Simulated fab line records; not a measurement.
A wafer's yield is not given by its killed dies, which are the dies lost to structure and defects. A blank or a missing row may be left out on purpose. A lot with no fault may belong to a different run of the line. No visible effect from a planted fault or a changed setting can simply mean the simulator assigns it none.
What tool caused it?    flow n5 finfet    8 lots, 24 wafers sampled, at 5 steps of a route of 1938

WHAT EACH GAUGE READ, for each wafer
N5_BEOL_M15_RC_MEAS_101. Usual: COMB_M10 1.5e-11 S/m, standard deviation 3.4e-12; COMB_M10_max_site 2.1e-11 S/m, standard deviation 4.9e-12; COMB_M11 1.51e-11 S/m, standard deviation 2.7e-12; COMB_M11_max_site 2.2e-11 S/m, standard deviation 4.4e-12; COMB_M12 6.6e-12 S/m, standard deviation 1.5e-12; COMB_M13 5.2e-12 S/m, standard deviation 1.3e-12; COMB_M14 4e-12 S/m, standard deviation 1.2e-12; COMB_M15 2.8e-12 S/m, standard deviation 1e-12; COMB_M5 3.7e-11 S/m, standard deviation 8.2e-12; COMB_M6 2.6e-11 S/m, standard deviation 5.6e-12; COMB_M7 2.6e-11 S/m, standard deviation 5.7e-12; COMB_M8 2.5e-11 S/m, standard deviation 5.2e-12; COMB_M9 1.5e-11 S/m, standard deviation 3e-12; SERP_M10 3.07 ohm/um, standard deviation 0.075; SERP_M11 3.07 ohm/um, standard deviation 0.063; SERP_M12 0.640 ohm/um, standard deviation 0.014; SERP_M13 0.309 ohm/um, standard deviation 0.0055; SERP_M14 0.1595 ohm/um, standard deviation 0.0029; SERP_M5 38.4 ohm/um, standard deviation 1.5; SERP_M6 13.8 ohm/um, standard deviation 0.44; SERP_M7 13.8 ohm/um, standard deviation 0.45; SERP_M8 13.8 ohm/um, standard deviation 0.46; SERP_M9 3.06 ohm/um, standard deviation 0.076.
lot   measured      on         COMB_M10 (S/m)           COMB_M10_max_site (S/m)  COMB_M11 (S/m)              COMB_M11_max_site (S/m)  COMB_M12 (S/m)           COMB_M13 (S/m)           COMB_M14 (S/m)           COMB_M15 (S/m)           COMB_M5 (S/m)            COMB_M6 (S/m)            COMB_M7 (S/m)            COMB_M8 (S/m)            COMB_M9 (S/m)            SERP_M10 (ohm/um)  SERP_M11 (ohm/um)  SERP_M12 (ohm/um)  SERP_M13 (ohm/um)  SERP_M14 (ohm/um)     SERP_M5 (ohm/um)  SERP_M6 (ohm/um)  SERP_M7 (ohm/um)  SERP_M8 (ohm/um)  SERP_M9 (ohm/um)  flag
L367  day 15 05:09  prober-02  1.5e-11 1.3e-11 1.5e-11  2.5e-11 2e-11 2.2e-11    1.36e-11 1.58e-11 1.5e-11   2.1e-11 1.9e-11 1.8e-11  4.6e-12 5.2e-12 6e-12    4.7e-12 5.6e-12 4.7e-12  5.7e-12 4.9e-12 5.3e-12  3.3e-12 3.6e-12 2.8e-12  3.5e-11 2.9e-11 3.5e-11  2.1e-11 2.8e-11 2.2e-11  1.6e-11 3.2e-11 2.7e-11  2.2e-11 1.7e-11 1.9e-11  1.2e-11 1.5e-11 1.3e-11  3.07 2.97 2.94     3.07 3.08 3.13     0.634 0.637 0.644  0.319 0.322 0.320  0.1570 0.1596 0.1598  38.3 38.7 37.8    13.5 13.9 14.2    14.3 13.7 14.0    13.7 13.9 13.6    3.11 3.02 3.04    
L368  day 15 12:46  prober-02  1.9e-11 1.4e-11 2.5e-11  2.3e-11 2.3e-11 3e-11    1.33e-11 1.17e-11 1.39e-11  1.9e-11 2.2e-11 2.1e-11  6.2e-12 6.8e-12 6.8e-12  5.3e-12 5e-12 6.9e-12    5.9e-12 3.8e-12 4.8e-12  3.9e-12 3.8e-12 3e-12    3.2e-11 3.6e-11 3.5e-11  3.1e-11 2e-11 2.8e-11    3.4e-11 2.2e-11 2.4e-11  2.6e-11 2.1e-11 2.1e-11  1.2e-11 1.5e-11 2e-11    3.07 3.01 2.97     3.09 3.11 3.04     0.650 0.639 0.645  0.305 0.316 0.315  0.1613 0.1575 0.1582  40.7 40.2 37.7    14.5 14.5 14.2    14.0 13.5 13.1    14.9 14.1 13.7    3.22 3.15 3.08    
L372  day 16 13:37  prober-02  1.9e-11 1.5e-11 2e-11    2.2e-11 1.9e-11 2.5e-11  1.26e-11 2.01e-11 1.82e-11  1.7e-11 3e-11 2.6e-11    7.4e-12 6.4e-12 6.4e-12  5.4e-12 5.6e-12 6.5e-12  4.8e-12 4.2e-12 3.9e-12  3.7e-12 3.1e-12 2.9e-12  3.5e-11 3e-11 5e-11      2.8e-11 2.6e-11 2.2e-11  2.1e-11 1.9e-11 2.4e-11  2.1e-11 3e-11 2.1e-11    1.2e-11 1.2e-11 1.7e-11  3.01 3.04 3.03     3.08 3.02 2.98     0.639 0.647 0.651  0.313 0.306 0.314  0.1625 0.1620 0.1596  38.1 37.8 38.6    13.2 13.7 13.3    13.0 13.9 12.7    14.2 13.6 13.9    3.06 3.02 3.14    
L378  day 17 15:37  prober-02  1.4e-11 1.4e-11 1.2e-11  2.2e-11 1.8e-11 1.5e-11  1.85e-11 1.71e-11 1.54e-11  3.3e-11 2.3e-11 2.2e-11  8.2e-12 7.1e-12 7.1e-12  3.7e-12 4e-12 4.9e-12    4.8e-12 4.3e-12 5e-12    2.8e-12 4.5e-12 3.3e-12  4e-11 3.7e-11 3.5e-11    2e-11 2.9e-11 2.9e-11    2.4e-11 2.7e-11 2.5e-11  2.9e-11 3.1e-11 2.5e-11  2e-11 1.5e-11 1.2e-11    3.14 3.13 3.20     3.08 3.12 3.02     0.641 0.651 0.657  0.308 0.302 0.305  0.1611 0.1603 0.1578  39.1 37.6 38.7    13.2 13.6 13.1    14.5 13.8 14.0    14.0 14.1 13.8    3.09 2.98 3.11    
L383  day 18 12:28  prober-01  1.4e-11 1.4e-11 9e-12    1.6e-11 2e-11 1.5e-11    1.1e-11 1.58e-11 1.3e-11    2.1e-11 2.4e-11 2e-11    5.6e-12 5.2e-12 4.4e-12  3.8e-12 4.6e-12 2.3e-12  3.4e-12 8e-13 1.5e-12    1.1e-12 1e-12 1.6e-12    3.7e-11 3.5e-11 3.4e-11  1.5e-11 2.1e-11 2.9e-11  1.6e-11 2.5e-11 2.5e-11  1.9e-11 2e-11 2.4e-11    1.2e-11 1.5e-11 1.5e-11  3.24 3.10 3.10     3.08 3.03 3.08     0.621 0.634 0.611  0.306 0.304 0.303  0.1614 0.1632 0.1587  38.4 38.0 38.3    13.4 14.1 13.6    13.0 13.7 13.2    12.9 13.3 13.2    3.12 3.01 3.19    
L387  day 19 08:47  prober-02  1.6e-11 1.5e-11 1.3e-11  2.1e-11 1.9e-11 1.8e-11  1.67e-11 2.08e-11 1.67e-11  3e-11 3.1e-11 2.6e-11    6.9e-12 8.1e-12 7.2e-12  4.8e-12 5.8e-12 5.5e-12  3.8e-12 4.2e-12 4.4e-12  3.3e-12 3.4e-12 3.1e-12  2.8e-11 2e-11 2.6e-11    3.2e-11 2.4e-11 2.7e-11  2.7e-11 2e-11 3.6e-11    2.4e-11 2.2e-11 2.1e-11  9e-12 1.8e-11 1.7e-11    3.03 3.01 2.92     3.06 3.12 3.10     0.642 0.636 0.640  0.302 0.300 0.298  0.1598 0.1612 0.1569  39.6 39.8 38.1    13.8 14.6 14.0    12.9 14.0 13.9    13.0 13.7 13.5    3.04 2.99 3.11    
L386  day 19 13:45  prober-01  1.4e-11 1e-11 1e-11      2e-11 1.8e-11 1.9e-11    1.26e-11 1.58e-11 1.19e-11  1.9e-11 2.8e-11 1.9e-11  6.9e-12 5e-12 7.7e-12    4.1e-12 3.1e-12 4e-12    3.4e-12 3.2e-12 3e-12    1.2e-12 1.4e-12 2.1e-12  6.6e-11 4.1e-11 5.7e-11  1.7e-11 2.3e-11 1.6e-11  1.3e-11 2.8e-11 2.6e-11  2.5e-11 2.2e-11 2.3e-11  1.4e-11 1.1e-11 1.7e-11  3.06 3.09 3.04     2.93 2.92 2.97     0.633 0.631 0.637  0.304 0.311 0.307  0.1568 0.1617 0.1618  41.6 39.1 38.7    13.7 13.4 13.5    14.2 13.6 14.5    14.1 13.8 14.6    3.14 3.05 3.12    
L384  day 20 07:07  prober-01  3.7e-11 4.3e-11 3.7e-11  6.4e-11 4.6e-11 4.9e-11  1.69e-11 1.47e-11 1.3e-11   2.9e-11 2e-11 1.6e-11    6.9e-12 8.2e-12 7e-12    3.3e-12 4.9e-12 4.3e-12  2.9e-12 2e-12 3.1e-12    1.1e-12 1.2e-12 1e-12    3.9e-11 3.5e-11 4.2e-11  1.8e-11 1.5e-11 2e-11    2.4e-11 2.4e-11 2.7e-11  2.6e-11 1.9e-11 1.9e-11  1.5e-11 1.7e-11 1.2e-11  2.90 2.94 2.99     3.02 3.23 3.14     0.636 0.636 0.664  0.313 0.304 0.298  0.1584 0.1619 0.1564  37.3 38.8 39.3    14.7 15.0 13.9    14.6 13.7 14.2    12.7 13.6 13.6    3.02 3.11 3.03    OFF

EACH LOT AND THE TOOL THAT RAN IT (in order: tool; ch and the chambers of the sampled wafers; start)
lot   N5_BEOL_M10_STRIP_36                N5_BEOL_M10_TRENCH_ETCH_37                     N5_BEOL_M10_ALD_74                   N5_BEOL_M10_CMP_52
L367  rie diel-04 ch 0,3, day 13 14:32    rie diel-04 ch 0,3, day 13 17:20 or earlier    ald metal-03 ch 2,3, day 13 17:20    cmp-04 ch 0,2,3, day 13 18:40
L368  rie diel-04 ch 2,3, day 14 00:04    rie diel-04 ch 2,3, day 14 01:31 or earlier    ald metal-02 ch 0,1,2, day 14 01:31  cmp-02 ch 0,2,3, day 14 02:46
L372  rie diel-04 ch 0,1, day 14 20:04    rie diel-04 ch 0,1, day 14 21:05 or earlier    ald metal-01 ch 1,2, day 14 21:05    cmp-01 ch 1,2, day 14 22:50
L378  rie diel-05 ch 0,1,3, day 16 00:29  rie diel-05 ch 0,1,3, day 16 03:10 or earlier  ald metal-03 ch 0,1,2, day 16 03:10  cmp-01 ch 0,1, day 16 04:24
L383  rie diel-05 ch 0,1,3, day 16 18:54  rie diel-05 ch 0,1,3, day 16 20:08 or earlier  ald metal-01 ch 1,2,3, day 16 20:08  cmp-04 ch 2,3, day 16 21:59
L387  rie diel-04 ch 2,3, day 17 23:54    rie diel-04 ch 2,3, day 18 00:56 or earlier    ald metal-01 ch 0,1,2, day 18 00:56  cmp-02 ch 0,3, day 18 02:01
L386  rie diel-02 ch 2,3, day 18 00:38    rie diel-02 ch 2,3, day 18 01:38 or earlier    ald metal-02 ch 1,2,3, day 18 01:38  cmp-04 ch 0,2, day 18 04:37
L384  rie diel-04 ch 0,1,2, day 18 20:28  rie diel-04 ch 0,1,2, day 18 21:38 or earlier  ald metal-03 ch 1,2,3, day 18 21:38  cmp-02 ch 0,2,3, day 18 22:47
- N5_BEOL_M10_STRIP_36: strips in N2/H2.
- N5_BEOL_M10_TRENCH_ETCH_37: etches SiCOH lowk in C4F6/O2, target depth 148.83 nm, time 48 s.
- N5_BEOL_M10_ALD_74: deposits TaN, target thk 2 nm, pulse time 2 s, purge time 3 s.
- N5_BEOL_M10_CMP_52: polishes, stops on SiCOH lowk, t overpolish 7 s, target thk 140 nm.

WHAT THE TOOLS THEMSELVES READ (means of the sampled wafers that have a number; where no wafer has one, the mark that the record gives instead)
N5_BEOL_M10_STRIP_36. Usual: drypump motor current A 5.8 A, standard deviation 0.42; oes product au 0.81 a.u., standard deviation 0.1; rf vpp V 59.0 V, standard deviation 1.9; showerhead plenum p Torr 2.54 Torr, standard deviation 0.053; throttle valve pct 23.52 %, standard deviation 0.23.
lot   tool         drypump motor current A (A)  oes product au (a.u.)  rf vpp V (V)  showerhead plenum p Torr (Torr)  throttle valve pct (%)  flag
L367  rie diel-04  5.8                          0.93                   57.5          2.53                             23.46                   
L368  rie diel-04  5.6                          0.87                   59.4          2.56                             23.62                   
L372  rie diel-04  5.8                          0.91                   58.0          2.53                             23.33                   
L378  rie diel-05  6.0                          0.73                   59.7          2.53                             23.51                   
L383  rie diel-05  6.0                          0.72                   57.9          2.52                             23.52                   
L387  rie diel-04  5.9                          0.92                   59.6          2.52                             23.42                   
L386  rie diel-02  5.5                          0.79                   59.4          2.55                             23.80                   
L384  rie diel-04  5.9                          0.87                   59.2          2.51                             23.35                   

N5_BEOL_M10_TRENCH_ETCH_37. Usual: drypump motor current A 5.8 A, standard deviation 0.42; oes product au 0.81 a.u., standard deviation 0.1; rf vpp V 666 V, standard deviation 5.7; showerhead plenum p Torr 2.85 Torr, standard deviation 0.058; throttle valve pct 20.81 %, standard deviation 0.22.
lot   tool         drypump motor current A (A)  oes product au (a.u.)  rf vpp V (V)  showerhead plenum p Torr (Torr)  throttle valve pct (%)  flag
L367  rie diel-04  5.8                          0.93                   662           2.83                             20.62                   
L368  rie diel-04  5.6                          0.86                   658           2.88                             20.88                   
L372  rie diel-04  5.8                          0.91                   668           2.83                             20.55                   
L378  rie diel-05  5.9                          0.72                   665           2.83                             20.90                   
L383  rie diel-05  6.0                          0.71                   666           2.83                             20.92                   
L387  rie diel-04  5.9                          0.93                   662           2.83                             20.73                   
L386  rie diel-02  5.5                          0.81                   669           2.86                             20.96                   
L384  rie diel-04  5.9                          0.87                   668           2.82                             20.62                   

N5_BEOL_M10_ALD_74. Usual: heater power w at 417 W, with a standard deviation of 31.
lot   tool          heater power w (W)  flag
L367  ald metal-03  438                 
L368  ald metal-02  432                 
L372  ald metal-01  394                 
L378  ald metal-03  389                 
L383  ald metal-01  417                 
L387  ald metal-01  410                 
L386  ald metal-02  433                 
L384  ald metal-03  386                 

N5_BEOL_M10_CMP_52. Usual: edge zone pressure frac 0.999, standard deviation 0.0047; motor current A 6.1 A, standard deviation 0.72.
lot   tool    edge zone pressure frac  motor current A (A)  flag
L367  cmp-04  1.006                    6.0                  
L368  cmp-02  1.001                    6.8                  
L372  cmp-01  1.002                    6.3                  
L378  cmp-01  0.999                    5.6                  
L383  cmp-04  0.993                    5.8                  
L387  cmp-02  1.004                    6.8                  
L386  cmp-04  0.994                    6.1                  
L384  cmp-02  0.994                    6.8                  

THE ANSWER, worked out from the rows above alone
Rule: take the mean of a lot's wafers that have a number; if it is more than 3 standard deviations from the usual mean, the lot is off. A lot without any number at a reading at which 4 lots or more have one is off too. Any other lot the step has rows for is counted as sound. First the gauges in route order, then the tools' own readings, where a lot's mean is used as printed above. The first step at which some lot is off is used, and at that step the reading that is off furthest; a lot without a number counts as furthest.
Off: at N5_BEOL_M15_RC_MEAS_101 (COMB_M10), L384.
If a tool, at a process step before that reading, ran all the lots that are off and no sound lot after the first of them, it fits. Gauges at N5_BEOL_M15_RC_MEAS_101: tried the same way as those tools. N5_BEOL_M10_TRENCH_ETCH_37: start missing for some lots; hours and lot order therefore follow N5_BEOL_M10_ALD_74. Can't be told from this: 4 tools fit, rie diel-04 at N5_BEOL_M10_STRIP_36 and N5_BEOL_M10_TRENCH_ETCH_37, ald metal-03 at N5_BEOL_M10_ALD_74, cmp-02 at N5_BEOL_M10_CMP_52, prober-01 at N5_BEOL_M15_RC_MEAS_101.

WHAT THE SIMULATOR HAD INSERTED
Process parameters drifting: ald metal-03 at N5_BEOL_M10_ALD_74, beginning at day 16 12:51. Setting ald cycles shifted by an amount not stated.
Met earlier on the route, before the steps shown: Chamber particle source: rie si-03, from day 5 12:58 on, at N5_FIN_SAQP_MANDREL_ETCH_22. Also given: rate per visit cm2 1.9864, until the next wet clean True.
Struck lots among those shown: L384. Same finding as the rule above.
